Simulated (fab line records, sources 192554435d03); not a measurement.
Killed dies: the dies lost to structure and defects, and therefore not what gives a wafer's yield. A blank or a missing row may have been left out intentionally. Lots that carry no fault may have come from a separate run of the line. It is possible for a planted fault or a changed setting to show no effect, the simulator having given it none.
Split-lot study	flow n5-finfet	route with 1938 steps; 7 lots, 21 wafers read

THE SPLIT
At N5_BEOL_M5_ILD_DEP_00 (deposits SiCOH lowk from DEMS/porogen, target thk 140.64 nm, time 25.9 s), the setting time-s was moved away from the recipe's 25.9 s on 5 of the 21 wafers read, by -13.3% to -8.6%. For the rest of the wafers, this setting stayed at what the recipe calls for.

FROM SPLIT TO READING: 1 step shown by the file between the two
- N5_BEOL_M5_CURE_79: cures SiCOH lowk, time 240 s

THE READING
Values of M5_ILD_THK in nm from N5_BEOL_M5_THK_MEAS_01. Typical for fault-free wafers on this fab line: 121.0 nm, with standard deviation 1.4 nm.

wafer	tool, chamber at the split	time-s as run, s	against the recipe	M5_ILD_THK, nm	against lot-mates on the recipe
L074.1	pecvd-02, 2	25.9	recipe	120.0	-
L074.4	pecvd-02, 0	23.66	-8.6%	112.3	-9.0
L074.5	pecvd-02, 1	25.9	recipe	122.6	-
L077.1	pecvd-01, 0	25.9	recipe	118.9	-
L077.3	pecvd-01, 1	25.9	recipe	118.8	-
L077.5	pecvd-01, 0	22.85	-11.8%	106.6	-12.2
L079.2	pecvd-02, 1	25.9	recipe	120.0	-
L079.4	pecvd-02, 1	25.9	recipe	122.4	-
L079.6	pecvd-02, 0	25.9	recipe	121.6	-
L080.2	pecvd-01, 2	25.9	recipe	120.7	-
L080.4	pecvd-01, 1	25.9	recipe	122.1	-
L080.5	pecvd-01, 0	25.9	recipe	121.5	-
L083.1	pecvd-01, 1	23.11	-10.8%	108.1	-14.3
L083.4	pecvd-01, 2	23.11	-10.8%	108.4	-14.0
L083.6	pecvd-01, 0	25.9	recipe	122.4	-
L095.2	pecvd-02, 2	22.45	-13.3%	105.6	-15.8
L095.3	pecvd-02, 0	25.9	recipe	121.5	-
L095.5	pecvd-02, 2	25.9	recipe	121.2	-
L094.1	pecvd-01, 2	25.9	recipe	119.6	-
L094.3	pecvd-01, 0	25.9	recipe	119.1	-
L094.6	pecvd-01, 1	25.9	recipe	121.7	-

THE FIT
A straight line over all 21 wafers: M5_ILD_THK changes by +1.15 nm for each +1% of time-s; r = +0.98; the points scatter about the line by 1.2 nm.
The same after taking each lot's own level away (the mean of its wafers on the recipe; 21 wafers): +1.18 nm for each +1%; r = +0.99; scatter 1 nm.
The reading moves by 16 nm for the largest change in time-s, on that fit.
Across the lots, their own levels run from 118.85 to 122.40 nm, a range of 2.5 times the standard deviation given above.
The two slopes agree, so the slope changes little with the lot-to-lot level.
Check: for one of the wafers moved furthest among these (-13.3%), held out of the fit, the line's prediction against its lot-mates is -15.8 nm. Against them it came out at -15.8 nm.

THESE WAFERS: OTHER SPLITS
Other splits were also applied to these wafers ahead of the reading. Each is held against what the fit with the lots' levels taken away leaves over:
other split on the same wafers	wafers away from the commonest value	r with M5_ILD_THK (lot level and that fit taken away)
N5_BEOL_M1_EXPOSE_08 dose-mj	8	+0.17
N5_BEOL_M2_TRENCH_ETCH_37 source-w	4	-0.09
N5_BEOL_M3_TRENCH_ETCH_37 source-w	9	+0.12
N5_BEOL_M4_ETCH_64 bias-w	7	-0.44
N5_BEOL_M4_COAT_67 spin-rpm	5	-0.22

THE WHOLE CHAIN: every reading that the file lists as answering this split, in the file's order
step	what it does	reading	change (the file's fit)	r (the file's)
N5_BEOL_M5_ILD_DEP_00	deposits SiCOH lowk from DEMS/porogen, target thk 140.64 nm, time 25.9 s	SiCOH_lowk_of_BEOL_M5_ILD_DEP_00.thk-nm (the simulator's own value, which no gauge read)	+1.32 nm for each +1% of the setting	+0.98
N5_BEOL_M5_CURE_79	cures SiCOH lowk, time 240 s	SiCOH_lowk_of_BEOL_M5_ILD_DEP_00.thk-nm (the simulator's own value, which no gauge read)	+1.13 nm for each +1% of the setting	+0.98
N5_BEOL_M5_THK_MEAS_01		M5_ILD_THK	+1.15 for each +1% of the setting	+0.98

FILE'S OWN FIT
M5_ILD_THK changes by +1.15 nm for each +1% of time-s, r = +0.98.
